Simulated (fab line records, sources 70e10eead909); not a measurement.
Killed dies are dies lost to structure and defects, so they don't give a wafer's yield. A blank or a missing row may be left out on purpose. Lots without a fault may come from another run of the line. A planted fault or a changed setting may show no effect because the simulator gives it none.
fab line records | flow nand_harc | part 1 of 2: steps 1 to 21 of 33
record lots=5 wafers=15 last_day=32
route steps=1302 shown P_M2@322 P_BONDPAD@351
lots that met no fault: from a run of the same line without faults
start_h: hours from the record's first day to the start of the lot's first wafer shown | wait_h: hours since the lot's step before | " the same as in the row above | L1.1+2: a row that stands for several wafers | - no value, or no start given | * or withheld: withheld | < > ~ a bound
route shown NAME@n: a module of which the file shows steps, and the number in the route of the first | usual: mean/standard deviation of fault-free wafers | same: alike in all rows | chamber/n: place in a boat | sites: the reading at each site | _std_site: their standard deviation | _edge_site: outer sites' mean less inner sites' | radius_mm: how far each site lies from the wafer's centre | mask NAME#n: copy n | behind: the tool/chamber that last shaped the wafer | hold: why the lot was held/for how many hours/how that ended | device: the transistor (n, p or np) that didn't switch | end of line: the same wafers' tests at the end of the route | a step without rows: its recipe alone | killed: dies lost to structure and defects at the first sort, not the wafer's yield | map: a wafer's dies, x killed, . not, _ none there
set.NAME: the setting as run; set.NAME@STEP: as run at that earlier step | model.NAME: the simulator's own value behind a step, which no gauge read
lots at some steps of the route; a table a step, a row a wafer
services: from which hour (start_h, from the record's first day; less than 0 if before it) a tool's chamber was out of use, for how many hours, and why
## steps
# step NHARC_P_M2_COAT_03
# recipe spin_rpm=1500 resist_thk_nm=90
# usual exhaust_pa=44.7/0.83
# columns lot.wafer tool chamber start_h wait_h exhaust_pa
L075.1 litho_track-01 0 - - 44.9
L075.2 " 0 " " 43.5
L075.6 " 0 " " 43.7
L076.1 litho_track-01 0 - - 46.2
L076.2 " 0 " " 43.9
L076.6 " 0 " " 44.0
L078.1 litho_track-01 0 - - 43.9
L078.5 " 0 " " 43.9
L078.6 " 0 " " 44.7
L079.2 litho_track-01 0 - - 43.2
L079.3 " 0 " " 44.3
L079.6 " 0 " " 45.3
L094.3 litho_track-04 0 - - 44.7
L094.4 " 0 " " 45.0
L094.6 " 0 " " 42.9
# step NHARC_P_M2_SOFTBAKE_04
# recipe temp_c=105 time_s=55
# usual exhaust_pa=45.0/0.8 plate_temp_C=105.01/0.13
# same time_s=55
# columns lot.wafer tool chamber start_h wait_h exhaust_pa plate_temp_C
L075.1 litho_track-01 0 - - 44.3 104.94
L075.2 " 0 " " 45.0 105.13
L075.6 " 0 " " 46.4 104.84
L076.1 litho_track-01 0 - - 44.5 105.12
L076.2 " 0 " " 45.3 105.26
L076.6 " 0 " " 44.2 105.29
L078.1 litho_track-01 0 - - 43.7 104.96
L078.5 " 0 " " 44.1 105.05
L078.6 " 0 " " 44.9 104.95
L079.2 litho_track-01 0 - - 44.1 105.13
L079.3 " 0 " " 44.9 105.05
L079.6 " 0 " " 43.6 104.92
L094.3 litho_track-04 0 - - 44.2 104.93
L094.4 " 0 " " 43.8 104.97
L094.6 " 0 " " 43.4 104.70
# step NHARC_P_M2_EBR_05
# usual exhaust_pa=45.0/0.91
# columns lot.wafer tool chamber start_h wait_h exhaust_pa
L075.1 litho_track-01 0 - - 45.5
L075.2 " 0 " " 43.6
L075.6 " 0 " " 44.4
L076.1 litho_track-01 0 - - 46.4
L076.2 " 0 " " 46.6
L076.6 " 0 " " 47.1
L078.1 litho_track-01 0 - - 45.6
L078.5 " 0 " " 45.5
L078.6 " 0 " " 45.3
L079.2 litho_track-01 0 - - 46.5
L079.3 " 0 " " 45.7
L079.6 " 0 " " 44.7
L094.3 litho_track-04 0 - - 44.4
L094.4 " 0 " " 44.0
L094.6 " 0 " " 44.5
# step NHARC_P_M2_EXPOSE_06
# recipe na=1.35 target_cd_nm=170 dose_mj=80.78 mask_id=P_M2
# usual stage_vel_mm_s=499.95/0.27
# columns lot.wafer tool chamber start_h wait_h mask stage_vel_mm_s
L075.1 arfi_scanner-01 0 137.89 - P_M2#0 499.46
L075.2 " 0 " " P_M2#0 499.42
L075.6 " 0 " " P_M2#0 499.80
L076.1 arfi_scanner-01 0 153.64 - P_M2#0 500.22
L076.2 " 0 " " P_M2#0 500.19
L076.6 " 0 " " P_M2#0 500.19
L078.1 arfi_scanner-02 0 171.97 - P_M2#0 500.46
L078.5 " 0 " " P_M2#0 500.22
L078.6 " 0 " " P_M2#0 500.23
L079.2 arfi_scanner-02 0 180.45 - P_M2#0 499.85
L079.3 " 0 " " P_M2#0 499.68
L079.6 " 0 " " P_M2#0 500.58
L094.3 arfi_scanner-01 0 330.99 - P_M2#0 499.95
L094.4 " 0 " " P_M2#0 500.15
L094.6 " 0 " " P_M2#0 500.25
# step NHARC_P_M2_PEB_07
# recipe peb_temp_c=100 peb_time_s=65
# usual exhaust_pa=44.9/0.99 plate_temp_C=100.01/0.13
# same peb_time_s=65
# columns lot.wafer tool chamber start_h wait_h exhaust_pa plate_temp_C
L075.1 litho_track-04 0 137.95 0.1 46.2 99.96
L075.2 " 0 " " 44.5 99.99
L075.6 " 0 " " 45.6 99.84
L076.1 litho_track-04 0 153.70 0.1 44.2 100.04
L076.2 " 0 " " 43.4 100.18
L076.6 " 0 " " 43.0 100.15
L078.1 litho_track-04 0 172.04 0.1 44.2 100.06
L078.5 " 0 " " 45.7 100.03
L078.6 " 0 " " 45.4 99.89
L079.2 litho_track-04 0 180.50 0.1 46.2 100.02
L079.3 " 0 " " 47.0 100.00
L079.6 " 0 " " 47.0 100.11
L094.3 litho_track-04 0 331.04 0.0 44.6 100.08
L094.4 " 0 " " 45.4 99.96
L094.6 " 0 " " 44.2 100.02
# step NHARC_P_M2_DEVELOP_08
# recipe develop_time_s=35 dev_temp_c=23
# usual exhaust_pa=45.0/0.83
# columns lot.wafer tool chamber start_h wait_h exhaust_pa
L075.1 litho_track-04 0 - - 43.8
L075.2 " 0 " " 45.4
L075.6 " 0 " " 43.8
L076.1 litho_track-04 0 - - 44.2
L076.2 " 0 " " 44.9
L076.6 " 0 " " 44.0
L078.1 litho_track-04 0 - - 44.7
L078.5 " 0 " " 46.1
L078.6 " 0 " " 45.4
L079.2 litho_track-04 0 - - 44.8
L079.3 " 0 " " 45.3
L079.6 " 0 " " 45.5
L094.3 litho_track-04 0 - - 44.6
L094.4 " 0 " " 45.0
L094.6 " 0 " " 44.6
# step NHARC_P_M2_CD_MEAS_09
# recipe target_cd_nm=170 landing_energy_ev=500
# usual cd_nm=170.2/0.77
# columns lot.wafer tool chamber start_h wait_h cd_nm
L075.1 cd_sem-03 0 138.03 - 170.5
L075.2 " 0 " " 170.1
L075.6 " 0 " " 171.0
L076.1 cd_sem-03 0 153.78 - 171.1
L076.2 " 0 " " 169.6
L076.6 " 0 " " 169.9
L078.1 cd_sem-02 0 172.11 - 170.9
L078.5 " 0 " " 171.4
L078.6 " 0 " " 170.8
L079.2 cd_sem-02 0 180.59 - 170.7
L079.3 " 0 " " 171.2
L079.6 " 0 " " 171.9
L094.3 cd_sem-01 0 331.12 - 170.8
L094.4 " 0 " " 170.1
L094.6 " 0 " " 171.5
# step NHARC_P_M2_OVL_MEAS_10
# recipe pitch_nm=340
# usual overlay_x_nm=0.0/0.79 overlay_y_nm=0.1/0.94
# columns lot.wafer tool chamber start_h wait_h overlay_x_nm overlay_y_nm
L075.1 overlay-02 - 138.11 - 1.0 1.6
L075.2 " - " " 0.7 0.7
L075.6 " - " " 0.1 1.1
L076.1 overlay-01 - 153.87 - 1.0 0.2
L076.2 " - " " 0.8 0.8
L076.6 " - " " 0.8 0.2
L078.1 overlay-02 - 172.20 - 0.7 0.0
L078.5 " - " " 0.8 -0.2
L078.6 " - " " 0.8 -0.7
L079.2 overlay-02 - 180.67 - 0.4 0.1
L079.3 " - " " 0.1 0.1
L079.6 " - " " 0.4 0.3
L094.3 overlay-01 - 331.21 - 0.0 -0.6
L094.4 " - " " 0.2 -1.4
L094.6 " - " " 0.5 -0.7
# step NHARC_P_M2_INSPECT_11
# usual raw_defect_count=4.7/2.6
# columns lot.wafer tool chamber start_h wait_h raw_defect_count
L075.1 defect_inspect-02 - 138.15 0.0 6
L075.2 " - " " 7
L075.6 " - " " 6
L076.1 defect_inspect-02 - 153.90 0.0 4
L076.2 " - " " 5
L076.6 " - " " 7
L078.1 defect_inspect-01 - 172.24 0.0 4
L078.5 " - " " 8
L078.6 " - " " 1
L079.2 defect_inspect-02 - 180.71 0.0 2
L079.3 " - " " 1
L079.6 " - " " 2
L094.3 defect_inspect-01 - 331.24 0.0 4
L094.4 " - " " 5
L094.6 " - " " 8
# step NHARC_P_M2_DESCUM_14
# recipe time_s=3 o2_flow_sccm=200 ar_flow_sccm=0 bias_power_w=0 chemistry=O2
# usual drypump_motor_current_A=5.6/0.54 o2_flow_sccm=200.0/0.61 oes_product_au=0.999/0.013 rf_vpp_V=57.6/0.85 showerhead_plenum_p_Torr=1.88/0.087 throttle_valve_pct=11.311/0.01
# same time_s=3
# columns lot.wafer tool chamber start_h wait_h drypump_motor_current_A o2_flow_sccm oes_product_au rf_hours_counter_h rf_vpp_V showerhead_plenum_p_Torr throttle_valve_pct
L075.1 rie_diel-02 3 138.21 0.1 4.8 198.9 0.988 5 56.2 1.80 11.315
L075.2 " 2 " " 5.7 200.4 1.010 6 58.2 1.88 11.303
L075.6 " 3 " " 4.8 199.2 0.994 - 57.0 1.80 11.289
L076.2 rie_diel-02 2 153.97 0.1 5.8 200.2 1.019 6 57.8 1.88 11.317
L076.1 " 3 " " 4.8 201.3 0.990 6 57.7 1.80 11.311
L076.6 " 2 " " 5.8 200.1 1.010 - 56.5 1.88 11.315
L078.1 rie_diel-06 0 172.31 0.1 5.6 199.5 0.997 1 56.9 1.87 11.315
L078.5 " 3 " " 6.1 200.4 0.984 - 57.5 1.80 11.316
L078.6 " 0 " " 5.6 200.5 0.997 - 58.6 1.87 11.318
L079.2 rie_diel-06 1 180.77 0.1 5.8 200.3 1.011 2 58.9 2.00 11.302
L079.3 " 2 " " 6.3 199.7 1.000 2 57.9 1.97 11.304
L079.6 " 1 " " 5.8 200.9 1.010 - 57.2 2.00 11.312
L094.4 rie_diel-02 3 331.30 0.1 4.8 200.9 1.003 5 56.2 1.80 11.316
L094.3 " 1 " " 4.8 199.5 0.985 5 56.4 1.82 11.318
L094.6 " 3 " " 4.8 199.2 0.997 - 57.3 1.80 11.316
# step NHARC_P_M2_ETCH_35
# recipe target_depth_a=400 overetch_a=120 time_s=43.94 ion_energy_ev=200 n2_flow_sccm=150 h2_flow_sccm=150 ar_flow_sccm=0 rf_w=400 bias_w=150 chemistry=N2/H2
# usual bias_w=150.0/0.45 drypump_motor_current_A=5.6/0.53 oes_product_au=0.999/0.014 rf_vpp_V=429.4/2.7 showerhead_plenum_p_Torr=2.00/0.093 throttle_valve_pct=14.172/0.0087
# same time_s=43.94
# columns lot.wafer tool chamber start_h wait_h bias_w drypump_motor_current_A oes_product_au rf_hours_counter_h rf_vpp_V showerhead_plenum_p_Torr throttle_valve_pct
L075.1 rie_diel-02 1 138.32 0.1 149.4 4.8 0.977 6 427.3 1.94 14.190
L075.2 " 2 " " 150.1 5.8 1.013 6 428.9 2.00 14.174
L075.6 " 3 " " 150.0 4.8 0.993 - 427.1 1.92 14.166
L076.1 rie_diel-02 1 154.06 0.1 149.7 4.8 0.983 6 427.2 1.94 14.165
L076.2 " 2 " " 149.6 5.7 1.021 6 429.5 2.00 14.172
L076.6 " 0 " " 151.2 5.9 0.997 - 435.7 2.20 14.169
L078.1 rie_diel-06 1 172.40 0.1 149.3 5.7 1.018 1 433.2 2.14 14.163
L078.6 " 2 " " 149.8 6.4 1.007 - 431.8 2.10 14.168
L078.5 " 3 " " 149.5 6.0 0.978 - 427.2 1.92 14.195
L079.3 rie_diel-06 1 180.85 0.1 150.1 5.7 1.018 2 433.2 2.14 14.170
L079.2 " 3 " " 150.4 6.0 1.002 1 425.1 1.92 14.169
L079.6 " 1 " " 150.1 5.7 1.023 - 431.8 2.14 14.166
L094.4 rie_diel-02 0 331.40 0.1 150.0 5.9 0.985 5 434.6 2.20 14.178
L094.3 " 1 " " 149.0 4.8 0.994 5 427.1 1.94 14.156
L094.6 " 3 " " 150.0 4.8 1.011 - 427.4 1.91 14.179
# step NHARC_P_M2_ETCH_15
# recipe target_depth_a=1825 time_s=91.2 c4f8_flow_sccm=withheld ar_flow_sccm=400 rf_w=600 bias_w=300 chemistry=C4F8/Ar
# usual bias_w=300.0/0.91 oes_product_au=0.940/0.026 rf_vpp_V=439.8/2.7
# same time_s=91.2
# columns lot.wafer tool chamber start_h wait_h bias_w oes_product_au rf_hours_counter_h rf_vpp_V
L075.2 rie_diel-02 0 - - 299.1 0.909 5 445.7
L075.1 " 3 " " 299.2 0.911 5 435.6
L075.6 " 0 " " 300.2 0.920 - 445.7
L076.1 rie_diel-02 3 - - 300.2 0.906 6 438.7
L076.2 " 0 " " 300.8 0.911 6 444.1
L076.6 " 3 " " 300.2 0.907 - 439.2
L078.1 rie_diel-06 3 - - 300.0 0.941 1 437.8
L078.6 " 2 " " 299.9 0.974 - 443.0
L078.5 " 3 " " 301.3 0.942 - 439.0
L079.2 rie_diel-06 0 - - 299.6 0.970 1 439.6
L079.3 " 3 " " 300.8 0.975 1 437.5
L079.6 " 1 " " 299.7 0.966 - 444.0
L094.3 rie_diel-02 3 - - 298.1 0.913 5 436.4
L094.4 " 0 " " 298.6 0.908 5 444.8
L094.6 " 1 " " 299.3 0.906 - 439.0
# step NHARC_P_M2_CD_MEAS_16
# usual cd_nm=170.3/1.1
# columns lot.wafer tool chamber start_h wait_h cd_nm
L075.1 cd_sem-03 - 138.52 - 169.5
L075.2 " - " " 169.3
L075.6 " - " " 170.1
L076.1 cd_sem-01 - 154.27 - 169.6
L076.2 " - " " 169.5
L076.6 " - " " 170.4
L078.1 cd_sem-02 - 172.60 - 171.8
L078.5 " - " " 172.4
L078.6 " - " " 171.4
L079.2 cd_sem-03 - 181.07 - 171.1
L079.3 " - " " 171.6
L079.6 " - " " 170.8
L094.3 cd_sem-02 - 331.62 - 169.5
L094.4 " - " " 169.9
L094.6 " - " " 171.5
# step NHARC_P_M2_STRIP_18
# recipe power_w=1000 n2_flow_sccm=150 h2_flow_sccm=150 ar_flow_sccm=0 bias_w=0 chemistry=N2/H2
# usual drypump_motor_current_A=5.6/0.5 oes_product_au=1.000/0.012 rf_vpp_V=90.4/0.96 showerhead_plenum_p_Torr=2.01/0.094 throttle_valve_pct=14.172/0.0082
# same bias_w=0
# columns lot.wafer tool chamber start_h wait_h drypump_motor_current_A oes_product_au rf_hours_counter_h rf_vpp_V showerhead_plenum_p_Torr throttle_valve_pct
L075.1 rie_diel-02 2 138.60 0.1 5.8 1.008 5.7 90.8 2.00 14.165
L075.2 " 1 " " 4.8 0.982 5.7 90.9 1.94 14.161
L075.6 " 3 " " 4.8 0.994 - 90.5 1.92 14.187
L076.2 rie_diel-03 1 154.37 0.1 5.3 1.001 1.9 90.5 1.94 14.184
L076.1 " 3 " " 5.0 1.006 1.9 89.9 1.93 14.176
L076.6 " 1 " " 5.3 0.991 - 91.9 1.94 14.170
L078.1 rie_diel-03 2 172.75 0.1 6.4 1.006 2.3 91.2 1.94 14.157
L078.6 " 3 " " 5.0 0.996 - 89.0 1.93 14.161
L078.5 " 0 " " 5.6 0.993 - 89.0 2.03 14.175
L079.3 rie_diel-06 0 181.15 0.1 5.6 1.004 1.4 89.2 1.99 14.161
L079.2 " 1 " " 5.7 1.018 1.6 91.1 2.14 14.174
L079.6 " 0 " " 5.6 1.001 - 90.6 1.99 14.163
L094.3 rie_diel-03 3 331.68 0.1 5.0 1.020 3.0 89.8 1.92 14.157
L094.4 " 0 " " 5.5 0.997 2.9 91.4 2.02 14.183
L094.6 " 3 " " 5.0 1.021 - 91.2 1.92 14.167
# step NHARC_P_M2_ETCH_28
# recipe target_depth_a=300 over_etch_frac=0.3 time_s=72.99 ion_energy_ev=150 cf4_flow_sccm=50 n2_flow_sccm=100 ar_flow_sccm=150 rf_w=300 bias_w=100 chemistry=CF4/N2
# usual bias_w=100.0/0.32 drypump_motor_current_A=5.6/0.5 oes_product_au=0.998/0.011 rf_vpp_V=313.6/2.1 showerhead_plenum_p_Torr=2.59/0.11 throttle_valve_pct=19.795/0.0098
# same time_s=72.99
# columns lot.wafer tool chamber start_h wait_h bias_w drypump_motor_current_A oes_product_au rf_hours_counter_h rf_vpp_V showerhead_plenum_p_Torr throttle_valve_pct
L075.1 rie_diel-02 0 - - 100.1 5.9 0.990 4.6 317.6 2.82 19.791
L075.2 " 3 " " 100.4 4.8 0.991 4.8 311.3 2.48 19.795
L075.6 " 1 " " 100.2 4.8 0.983 - 312.8 2.51 19.792
L076.2 rie_diel-03 2 - - 99.7 6.4 1.003 1.9 312.9 2.51 19.784
L076.1 " 3 " " 99.7 5.0 1.011 1.9 310.3 2.49 19.790
L076.6 " 1 " " 100.3 5.3 0.992 - 312.2 2.50 19.800
L078.1 rie_diel-03 3 - - 99.3 5.0 1.013 2.5 312.5 2.49 19.802
L078.6 " 0 " " 100.0 5.5 1.002 - 314.4 2.61 19.804
L078.5 " 1 " " 100.7 5.3 1.007 - 312.6 2.50 19.812
L079.3 rie_diel-06 0 - - 100.4 5.6 0.996 1.4 313.9 2.57 19.784
L079.2 " 1 " " 100.5 5.7 1.016 1.7 316.4 2.74 19.782
L079.6 " 1 " " 100.1 5.7 1.012 - 316.6 2.74 19.792
L094.3 rie_diel-03 3 - - 100.1 5.0 1.009 3.1 310.2 2.49 19.778
L094.4 " 0 " " 100.2 5.5 0.985 2.9 314.2 2.61 19.788
L094.6 " 0 " " 99.8 5.5 0.993 - 313.7 2.60 19.807
# step NHARC_P_M2_STRIP_19
# recipe time_s=600 temp_c=30 chemistry=post_etch_residue_remover
# same time_s=600
# columns lot.wafer tool chamber start_h wait_h
L075.2+6+1 wet_bench-08 1,3,5 138.97 -
L076.1+6+2 wet_bench-10 4,5,6 154.73 -
L078.5+6+1 wet_bench-08 0,1,5 173.05 -
L079.6+3+2 wet_bench-10 7,1,2 181.51 -
L094.6+4+3 wet_bench-10 2,3,7 332.05 -
# step NHARC_P_M2_DEGAS_29
# recipe temp_c=250 time_s=60
# usual heater_power_w=334/28
# same time_s=60
# columns lot.wafer tool chamber start_h wait_h heater_power_w
L075.1 pvd_sputter-01 - 139.24 - 377
L075.2 " - " " 397
L075.6 " - " " 363
L076.1 pvd_sputter-01 - 154.99 - 319
L076.2 " - " " 398
L076.6 " - " " 363
L078.1 pvd_sputter-02 - 173.35 - 346
L078.5 " - " " 333
L078.6 " - " " 325
L079.3 pvd_sputter-01 - 181.79 - 388
L079.2 " - " " 365
L079.6 " - " " 361
L094.4 pvd_sputter-01 - 332.32 - 344
L094.3 " - " " 325
L094.6 " - " " 337
# step NHARC_P_M2_PRE_CLEAN_30
# recipe time_s=30 temp_c=280 gas=H2/He
# usual heater_power_w=411/35
# same time_s=30
# columns lot.wafer tool chamber start_h wait_h heater_power_w
L075.2 pvd_sputter-01 - - - 462
L075.1 " - " " 398
L075.6 " - " " 459
L076.2 pvd_sputter-01 - - - 395
L076.1 " - " " 474
L076.6 " - " " 488
L078.1 pvd_sputter-02 - - - 419
L078.6 " - " " 418
L078.5 " - " " 399
L079.2 pvd_sputter-01 - - - 403
L079.3 " - " " 473
L079.6 " - " " 402
L094.4 pvd_sputter-01 - - - 443
L094.3 " - " " 389
L094.6 " - " " 413
# step NHARC_P_M2_PVD_20
# recipe target_thk_a=50 bias_v=168.6 power_w=15000 chamber_pressure_pa=0.12 time_s=8.06 substrate_temp_c=50 material=TaN
# usual throttle_valve_pct=29.9/0.82
# same time_s=8.06
# columns lot.wafer tool chamber start_h wait_h throttle_valve_pct
L075.2 pvd_sputter-01 - - - 31.0
L075.1 " - " " 29.4
L075.6 " - " " 31.9
L076.2 pvd_sputter-01 - - - 29.5
L076.1 " - " " 28.7
L076.6 " - " " 29.5
L078.1 pvd_sputter-02 - - - 30.0
L078.6 " - " " 29.9
L078.5 " - " " 29.6
L079.3 pvd_sputter-01 - - - 28.8
L079.2 " - " " 30.8
L079.6 " - " " 31.8
L094.4 pvd_sputter-01 - - - 32.6
L094.3 " - " " 30.5
L094.6 " - " " 29.8
# step NHARC_P_M2_PVD_21
# recipe target_thk_a=300 chamber_pressure_pa=5 power_w=5000 substrate_temp_c=30 time_s=20.49 material=Cu
# usual throttle_valve_pct=30.0/0.87
# same time_s=20.49
# columns lot.wafer tool chamber start_h wait_h throttle_valve_pct
L075.2 pvd_sputter-01 - - - 30.9
L075.1 " - " " 29.4
L075.6 " - " " 31.2
L076.2 pvd_sputter-01 - - - 32.0
L076.1 " - " " 30.8
L076.6 " - " " 31.7
L078.1 pvd_sputter-02 - - - 30.2
L078.5 " - " " 30.2
L078.6 " - " " 30.4
L079.2 pvd_sputter-01 - - - 30.7
L079.3 " - " " 28.8
L079.6 " - " " 31.8
L094.4 pvd_sputter-01 - - - 30.4
L094.3 " - " " 29.9
L094.6 " - " " 30.6
# step NHARC_P_M2_ECD_22
# recipe target_thk_a=4000 bath_temp_c=25 material=Cu
# columns lot.wafer tool chamber start_h wait_h
L075.1+2+6 ecd_cu-01 1,0,0 139.60 -
L076.1+2+6 ecd_cu-02 0,1,0 155.34 -
L078.1+5+6 ecd_cu-02 1,0,1 173.76 -
L079.2+3+6 ecd_cu-01 0,1,1 182.16 -
L094.4+3+6 ecd_cu-02 0,1,0 332.78 -
